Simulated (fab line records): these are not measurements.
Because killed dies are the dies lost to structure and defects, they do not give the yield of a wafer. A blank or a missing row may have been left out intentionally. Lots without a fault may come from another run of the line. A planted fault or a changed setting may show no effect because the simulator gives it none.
One fault through the eyes of 2 desks ; flow n5 finfet ; numbers are kept per desk, each desk with only its own; the story behind them comes last

## THE TOOL OWNER'S DESK: thermal cvd si-02
The tool's own readings at N5_HKMG_FIN_CVD_62 (deposits a-Si from Si2H6, target thk 3 nm, time 20.8 s): means of the sampled wafers that have a number, for each lot that ran on this tool. The brackets show how far a lot's mean lies from the usual mean; more than 4 standard deviations puts the lot out of limits, marked OUT.
Columns: A = heater power w at N5_HKMG_FIN_CVD_62, usual 1423 W; B = susceptor temp C at N5_HKMG_FIN_CVD_62, usual 499.96 C
lot;first seen here;A;B
L102;day 3 23:49;1284;499.90
L106;day 5 00:59;1368;499.73
L108;day 5 14:08;1308;489.59 (-49) OUT
L110;day 6 05:20;1290;490.04 (-47) OUT
L112;day 6 13:24;1306;489.70 (-49) OUT
L124;day 9 18:40;1299;500.08
This desk finds L108, L110, L112 out of limits, L108 being first, at day 5 14:08 (susceptor temp C at N5_HKMG_FIN_CVD_62). L102, L106, L124 stayed within limits.

## THE METROLOGY DESK
What the gauges read for every lot (on any tool): the sampled wafers with a number, averaged. The brackets show how far a lot's mean lies from the usual mean; more than 4 standard deviations puts the lot out of limits, marked OUT. Of its 11 readings 7 are shown: those that lie furthest out on some lot.
Columns: A = DIBL_P at N5_BEOL_M4_RC_MEAS_101, usual 36.3 mV/V; B = IOFF_N at N5_BEOL_M4_RC_MEAS_101, usual 0.163 nA/um; C = IOFF_P at N5_BEOL_M4_RC_MEAS_101, usual 0.21 nA/um; D = ION_N at N5_BEOL_M4_RC_MEAS_101, usual 673 uA/um; E = ION_P at N5_BEOL_M4_RC_MEAS_101, usual 461 uA/um; F = SS_P at N5_BEOL_M4_RC_MEAS_101, usual 73.3 mV/dec; G = VT_P at N5_BEOL_M4_RC_MEAS_101, usual -250 mV
lot;first seen here;A;B;C;D;E;F;G
L102;day 8 00:08;35.9;0.170;0.20;685;459;72.8;-252
L106;day 9 00:22;36.1;0.149;0.24;665;466;73.2;-246
L108;day 9 07:05;36.4;0.169;0.25;675;467;73.2;-245
L110;day 9 20:26;37.0;0.166;0.24;669;464;73.6;-246
L112;day 10 02:36;37.1;0.181;0.23;688;468;73.4;-249
L121;day 12 19:30;37.0;0.153;0.21;673;460;73.8;-251
L124;day 13 12:08;31.6;0.128;0.15;668;450;72.5;-257
L123;day 13 15:14;35.0;0.142;0.20;664;457;72.8;-249
L125;day 13 18:05;36.0;0.174;0.25;674;463;73.1;-245
This desk's finding: nothing out of limits on any of the 9 lots.

## TAKEN TOGETHER
An alarm could have come from the tool owner's desk at day 5 14:08, on L108, L110, L112.
Nothing out of limits was seen by the metrology desk.
The metrology desk has L108, L110, L112 on record, within its limits.
All the named lots went through N5_HKMG_FIN_CVD_62 on thermal cvd si-02.

## WHAT HAD BEEN PUT IN BY THE SIMULATOR
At N5_HKMG_FIN_CVD_62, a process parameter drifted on thermal cvd si-02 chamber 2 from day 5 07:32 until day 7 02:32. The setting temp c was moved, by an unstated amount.
Lots struck among those shown: L108, L110, L112.
Time in hours from fault onset to the first out-of-limits reading at each desk: the tool owner's desk, 7.
